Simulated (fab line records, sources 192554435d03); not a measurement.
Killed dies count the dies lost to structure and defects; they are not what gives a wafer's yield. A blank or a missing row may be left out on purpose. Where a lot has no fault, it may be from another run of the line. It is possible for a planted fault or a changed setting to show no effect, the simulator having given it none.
The tool behind it: which one?    flow n5-finfet    29 wafers from 10 lots sampled at 5 of the route's 1938 steps

== WHAT THE GAUGES READ, wafer by wafer ==
N5_BEOL_M4_RC_MEAS_101.
lot   measured      on         DIBL_N (mV/V)
L935  day 8 10:17   prober-01  36.3 37.0 40.5
L933  day 8 12:59   prober-02  38.3 38.4 36.6
L937  day 10 03:57  prober-02  37.9 39.7 38.8
L942  day 11 12:39  prober-02  38.4 37.8 36.4
L945  day 11 15:23  prober-01  37.7 36.5
L946  day 11 17:02  prober-02  37.9 36.5 36.5
L948  day 12 05:14  prober-01  36.0 37.1 35.8
L949  day 12 15:43  prober-02  37.5 37.1 35.9
L953  day 14 04:26  prober-02  35.2 36.2 34.5
L955  day 15 12:26  prober-01  35.8 37.7 35.5

== WHICH TOOL RAN EACH LOT (tool, then ch and the chambers of the sampled wafers, then the start) ==
lot   N5_BEOL_M4_SPUTTER_90         N5_BEOL_M4_ANNEAL_91          N5_BEOL_M4_CMP_52              N5_BEOL_M4_CO_CAP_55
L935  pvd-sputter-02, day 8 08:31   pvd-sputter-02, day 8 08:36   cmp-01 ch 0,2,3, day 8 09:46   cvd-co-02 ch 0,1,2, day 8 10:04
L933  pvd-sputter-01, day 8 11:04   pvd-sputter-01, day 8 11:08   cmp-02 ch 0,1,3, day 8 12:13   cvd-co-02 ch 1,2, day 8 12:35
L937  pvd-sputter-03, day 10 02:02  pvd-sputter-03, day 10 02:07  cmp-01 ch 0,2, day 10 03:14    cvd-co-02 ch 1,2, day 10 03:34
L942  pvd-sputter-02, day 11 10:38  pvd-sputter-02, day 11 10:43  cmp-04 ch 1,2, day 11 11:47    cvd-co-02 ch 0,1,2, day 11 12:16
L945  pvd-sputter-03, day 11 13:19  pvd-sputter-03, day 11 13:23  cmp-02 ch 1,3, day 11 14:37    cvd-co-02 ch 0,1, day 11 14:59
L946  pvd-sputter-01, day 11 15:06  pvd-sputter-01, day 11 15:11  cmp-01 ch 1,2,3, day 11 16:19  cvd-co-02 ch 0,1,2, day 11 16:38
L948  pvd-sputter-02, day 12 03:08  pvd-sputter-02, day 12 03:13  cmp-01 ch 1,3, day 12 04:19    cvd-co-01 ch 0,2, day 12 04:40
L949  pvd-sputter-01, day 12 13:31  pvd-sputter-01, day 12 13:35  cmp-04 ch 1,2, day 12 14:59    cvd-co-02 ch 0,1, day 12 15:19
L953  pvd-sputter-02, day 14 02:32  pvd-sputter-02, day 14 02:37  cmp-04 ch 0,2,3, day 14 03:47  cvd-co-01 ch 0,1,2, day 14 04:03
L955  pvd-sputter-03, day 15 10:21  pvd-sputter-03, day 15 10:26  cmp-02 ch 0,1,2, day 15 11:34  cvd-co-02 ch 0,1,2, day 15 11:53
- N5_BEOL_M4_SPUTTER_90: material Cu, target thk 4.5 nm, time 8.29 s.
- N5_BEOL_M4_ANNEAL_91: time 240 s.
- N5_BEOL_M4_CMP_52: polishes, stops on SiOC, t overpolish 6.8 s, target thk 40 nm.
- N5_BEOL_M4_CO_CAP_55: material Co, precursor CCTBA/H2, target thk 2 nm, time 102.1 s.

== THE ANSWER, worked out from the rows above alone ==
Rule: the usual values come from the lots themselves. The widest of any qualifying gaps counts: lots, ordered by their means at a reading, are off when they make up no more than a third of the lots, leave a main group of 4 or more, and stand apart from it by 3 or more times the standard deviation of that group's means. If all means in a main group match to the digits the tables above print for the reading, that group is not used. A lot without any number at a reading at which 4 lots or more have one is off too. Where the step has rows for the other lots, those lots are counted as sound.
No lot is off at any reading shown: from this, nothing can be told.

== WHAT HAD BEEN PUT IN BY THE SIMULATOR ==
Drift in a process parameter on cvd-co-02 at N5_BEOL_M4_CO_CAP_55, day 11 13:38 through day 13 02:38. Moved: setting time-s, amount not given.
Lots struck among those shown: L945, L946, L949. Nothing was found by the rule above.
